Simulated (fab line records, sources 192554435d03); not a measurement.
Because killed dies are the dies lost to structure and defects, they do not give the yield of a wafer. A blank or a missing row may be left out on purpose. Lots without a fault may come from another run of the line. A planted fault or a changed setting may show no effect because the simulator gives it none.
Chamber matching || flow n5 finfet || rie diel-06 running N5_DUMMY_GATE_HM_OPEN_21: 4 sister chambers
The step chemistry CH3F/O2, target SiNx, target depth 120 nm, time 171.4 s. 7 wafers are shown with their chamber, then 8 later ones without.

## WAFERS, EACH WITH ITS CHAMBER
{"wafer": "L077.6", "chamber": 2, "drypump motor current A (A)": 5.9, "showerhead plenum p Torr (Torr)": 2.07}
{"wafer": "L083.1", "chamber": 1, "drypump motor current A (A)": 6.2, "showerhead plenum p Torr (Torr)": 2.00}
{"wafer": "L084.1", "chamber": 3, "drypump motor current A (A)": 6.0, "showerhead plenum p Torr (Torr)": 1.98}
{"wafer": "L084.4", "chamber": 2, "drypump motor current A (A)": 5.9, "showerhead plenum p Torr (Torr)": 2.07}
{"wafer": "L091.5", "chamber": 0, "drypump motor current A (A)": 5.4, "showerhead plenum p Torr (Torr)": 1.92}
{"wafer": "L091.6", "chamber": 3, "drypump motor current A (A)": 6.0, "showerhead plenum p Torr (Torr)": 1.97}
{"wafer": "L092.1", "chamber": 0, "drypump motor current A (A)": 5.5, "showerhead plenum p Torr (Torr)": 1.92}

## WAFERS WHOSE CHAMBER IS MISSING
{"wafer": "L092.3", "drypump motor current A (A)": 5.9, "showerhead plenum p Torr (Torr)": 2.06}
{"wafer": "L092.4", "drypump motor current A (A)": 6.0, "showerhead plenum p Torr (Torr)": 1.97}
{"wafer": "L094.2", "drypump motor current A (A)": 5.5, "showerhead plenum p Torr (Torr)": 1.92}
{"wafer": "L094.3", "drypump motor current A (A)": 5.9, "showerhead plenum p Torr (Torr)": 2.06}
{"wafer": "L094.5", "drypump motor current A (A)": 6.0, "showerhead plenum p Torr (Torr)": 1.97}
{"wafer": "L095.1", "drypump motor current A (A)": 6.2, "showerhead plenum p Torr (Torr)": 1.99}
{"wafer": "L095.4", "drypump motor current A (A)": 5.9, "showerhead plenum p Torr (Torr)": 2.06}
{"wafer": "L095.6", "drypump motor current A (A)": 6.0, "showerhead plenum p Torr (Torr)": 1.97}

## WHICH CHAMBER EACH WENT THROUGH
{"wafer": "L092.3", "from the rows above": 2, "in truth": 2}
{"wafer": "L092.4", "from the rows above": 3, "in truth": 3}
{"wafer": "L094.2", "from the rows above": 0, "in truth": 0}
{"wafer": "L094.3", "from the rows above": 2, "in truth": 2}
{"wafer": "L094.5", "from the rows above": 3, "in truth": 3}
{"wafer": "L095.1", "from the rows above": 1, "in truth": 1}
{"wafer": "L095.4", "from the rows above": 2, "in truth": 2}
{"wafer": "L095.6", "from the rows above": 3, "in truth": 3}
Placed correctly: 8 of 8. Not placeable from these rows: 0. Number placed wrongly: 0.
How it was worked out, from the rows above alone: a wafer's distance from a chamber is the root of the sum, over the readings, of the square of ((its reading less the chamber's mean) divided by the reading's scatter). If the next closest chamber is less than 2 further off than the closest, the wafer can't be placed; otherwise it belongs to the closest. The mean given for a chamber averages the wafers shown for that chamber. How the scatter is found: for the shown wafers, subtract from each reading the mean of its chamber, square and add these, divide the total by (wafers less chambers), then take the root.
